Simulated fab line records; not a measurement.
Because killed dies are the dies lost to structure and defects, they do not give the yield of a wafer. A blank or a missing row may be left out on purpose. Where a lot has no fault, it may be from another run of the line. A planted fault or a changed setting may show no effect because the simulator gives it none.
Which tool was responsible?    flow nand_harc    19 wafers from 7 lots sampled at 5 of the route's 1302 steps

## WHAT EACH GAUGE READ, for each wafer
NHARC_END_SORT_01.
lot   measured      on         killed_at_array
L502  day 31 14:19  prober-02  65

## WHICH TOOL RAN EACH LOT (tool, then ch and the chambers of the sampled wafers, then the start)
lot   NHARC_A_STAIRCASE_ETCH_315                     NHARC_A_STAIRCASE_ALD_415         NHARC_A_STAIRCASE_ALD_420         NHARC_A_STAIRCASE_DEP_325
L489  rie_diel-11 ch 0,1, day 17 18:55 or earlier    ald_hk-04 ch 2,3, day 17 18:55    ald_hk-01 ch 0,1,3, day 17 22:33  pecvd-01 ch 1,2, day 18 22:51
L492  rie_diel-13 ch 0,1,2, day 18 07:35 or earlier  ald_hk-03 ch 0,1,2, day 18 07:35  ald_hk-01 ch 1,3, day 18 12:20    pecvd-02 ch 0,1,2, day 19 12:34
L494  rie_diel-13 ch 0,1,3, day 19 12:47 or earlier  ald_hk-01 ch 0,1,3, day 19 12:47  ald_hk-01 ch 1,2,3, day 19 18:03  pecvd-02 ch 0,1,2, day 20 20:43
L495  rie_diel-11 ch 0,3, day 20 02:55 or earlier    ald_hk-01 ch 0,1,2, day 20 02:55  ald_hk-04 ch 0,2,3, day 20 06:58  pecvd-03 ch 0,1, day 21 09:28
L499  rie_diel-13 ch 0,1,3, day 21 16:44 or earlier  ald_hk-04 ch 0,1,3, day 21 16:44  ald_hk-01 ch 0,2,3, day 21 21:37  pecvd-03 ch 1,2, day 23 00:54
L502  rie_diel-08 ch 3, day 23 05:23 or earlier      ald_hk-01 ch 2, day 23 05:23      ald_hk-01 ch 1, day 23 15:14      pecvd-02 ch 1, day 24 18:32
L512  rie_diel-13 ch 0,3, day 26 17:50 or earlier    ald_hk-03 ch 0,3, day 26 17:50    ald_hk-01 ch 1,2, day 26 22:48    pecvd-01 ch 0,1,2, day 27 23:44
- NHARC_A_STAIRCASE_ETCH_315: etches the open film in C4F8/O2/Ar, target depth 2500 nm, time 607.1 s.
- NHARC_A_STAIRCASE_ALD_415: deposits SiO2, target thk 30 nm, pulse time 6 s, ald cycles 300.
- NHARC_A_STAIRCASE_ALD_420: deposits SiO2, target thk 20 nm, pulse time 6 s, ald cycles 200.
- NHARC_A_STAIRCASE_DEP_325: deposits SiO2, target thk 7200 nm.

## THE ANSWER, worked out from the rows above alone
Rule: the usual values come from the lots themselves. Put in order of their means at a reading, lots are off if they are a third of the lots or fewer, leave a main group of 4 or more, and stand apart from it by a gap of 3 or more times the standard deviation of the main group's means; of several such gaps the widest counts. A main group whose means are all the same, to the digits that the tables above print for the reading, isn't used. Also off: a lot with no number at a reading for which 4 or more lots have one. The other lots that the step has rows for count as sound.
None of the lots is off at any reading shown; this tells nothing.

## WHAT HAD BEEN PUT IN BY THE SIMULATOR
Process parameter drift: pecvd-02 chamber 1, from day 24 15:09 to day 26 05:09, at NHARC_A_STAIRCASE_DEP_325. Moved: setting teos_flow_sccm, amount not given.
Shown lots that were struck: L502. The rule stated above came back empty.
